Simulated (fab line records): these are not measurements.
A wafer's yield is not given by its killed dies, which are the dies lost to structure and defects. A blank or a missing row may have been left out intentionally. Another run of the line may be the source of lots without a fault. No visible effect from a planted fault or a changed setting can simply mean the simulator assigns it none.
One fault seen from 3 desks ; flow nandHarc ; each desk holds nothing but its own numbers, with what lay behind them at the end

== FOR THE TOOL OWNER'S DESK: rieMetal-02 ==
The tool's own readings at NHARC_A_WL_FILL_ETCHBACK_04 (etches the open film in NF3, target depth 60 nm, time 120 s): means of the sampled wafers that have a number, for each lot that ran on this tool. If a lot's mean is further than 4 standard deviations from the usual mean, the lot is out of limits and carries the mark OUT (the distance appears in the brackets).
Columns: A = chamberPressureMTorr at NHARC_A_WL_FILL_ETCHBACK_04, usual 300.00 mTorr; B = drypumpMotorCurrentA at NHARC_A_WL_FILL_ETCHBACK_04, usual 6.0 A; C = heBacksideLeakSccm at NHARC_A_WL_FILL_ETCHBACK_04, usual 3.48 sccm; D = oesProductAu at NHARC_A_WL_FILL_ETCHBACK_04, usual 1.002 a.u.; E = runLengthS at NHARC_A_WL_FILL_ETCHBACK_04, usual 141.0 s
lot;first seen here;A;B;C;D;E
L607;day 21 23:22;300.22;6.3;3.42;1.002;140.9
L609;day 22 13:37;299.94;6.3;3.59;1.011;141.0
L613;day 24 17:50;300.17;6.3;3.35;1.003;140.6
L622;day 28 14:43;299.81;6.3;3.48;1.000;143.1 (+5.1) OUT
This desk's finding: out of limits on L622; first on L622, day 28 14:43 (runLengthS at NHARC_A_WL_FILL_ETCHBACK_04). L607, L609, L613 stayed within limits.

== THE DEFECT DESK ==
What the inspections along the route counted, lot by lot: means of the sampled wafers that have a number. If a lot's mean is further than 4 standard deviations from the usual mean, the lot is out of limits and carries the mark OUT (the distance appears in the brackets).
Columns: A = rawDefectCount at NHARC_A_SGD_CUT_INSPECT_25, usual 368
lot;first seen here;A
L603;day 19 05:32;345
L604;day 19 21:58;313
L605;day 20 08:16;411
L607;day 20 23:03;462
L609;day 21 16:44;349
L608;day 21 16:47;392
L610;day 22 21:52;379
L612;day 23 18:51;416
L613;day 23 19:00;432
L622;day 27 18:40;445
L624;day 28 04:01;314
L626;day 28 15:07;312
L625;day 28 15:11;432
Finding of this desk: none of the 13 lots has anything out of limits.

== AT THE METROLOGY DESK ==
Means of the sampled wafers that have a number, per lot and without regard to the tool the lot ran on: this is what the gauges read. If a lot's mean is further than 4 standard deviations from the usual mean, the lot is out of limits and carries the mark OUT (the distance appears in the brackets).
Columns: A = cdNm at NHARC_A_SLIT_CD_MEAS_09, usual 300.8 nm; B = cdNm at NHARC_A_SLIT_CD_MEAS_21, usual 289.4 nm
lot;first seen here;A;B
L603;day 19 11:37;300.9;290.0
L604;day 20 02:54;301.4;289.9
L605;day 20 13:05;300.7;289.4
L607;day 21 04:41;301.2;289.3
L609;day 21 22:47;300.1;290.0
L608;day 21 22:57;300.9;289.3
L610;day 23 03:19;300.4;289.7
L612;day 23 23:50;300.0;289.6
L613;day 23 23:59;301.1;289.9
L622;day 27 23:52;300.8;289.6
L624;day 28 08:44;301.3;289.2
L626;day 29 01:22;300.7;289.0
L625;day 29 02:20;299.9;288.8
Finding of this desk: none of the 13 lots has anything out of limits.

== BROUGHT TOGETHER ==
At day 28 14:43, on L622, the tool owner's desk was in a position to raise an alarm.
The defect desk saw nothing out of limits.
The metrology desk saw nothing out of limits.
The defect desk has L622 on record, within its limits.
The metrology desk holds a record of L622, inside its limits.
The lots listed all ran NHARC_A_WL_FILL_ETCHBACK_04 on rieMetal-02.

== WHAT THE SIMULATOR PUT IN ==
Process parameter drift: rieMetal-02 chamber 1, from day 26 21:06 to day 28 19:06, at NHARC_A_WL_FILL_ETCHBACK_04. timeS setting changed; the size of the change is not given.
Lots struck among those shown: L622.
Hours from the fault's start to each desk's first reading out of limits: the tool owner's desk, 42.
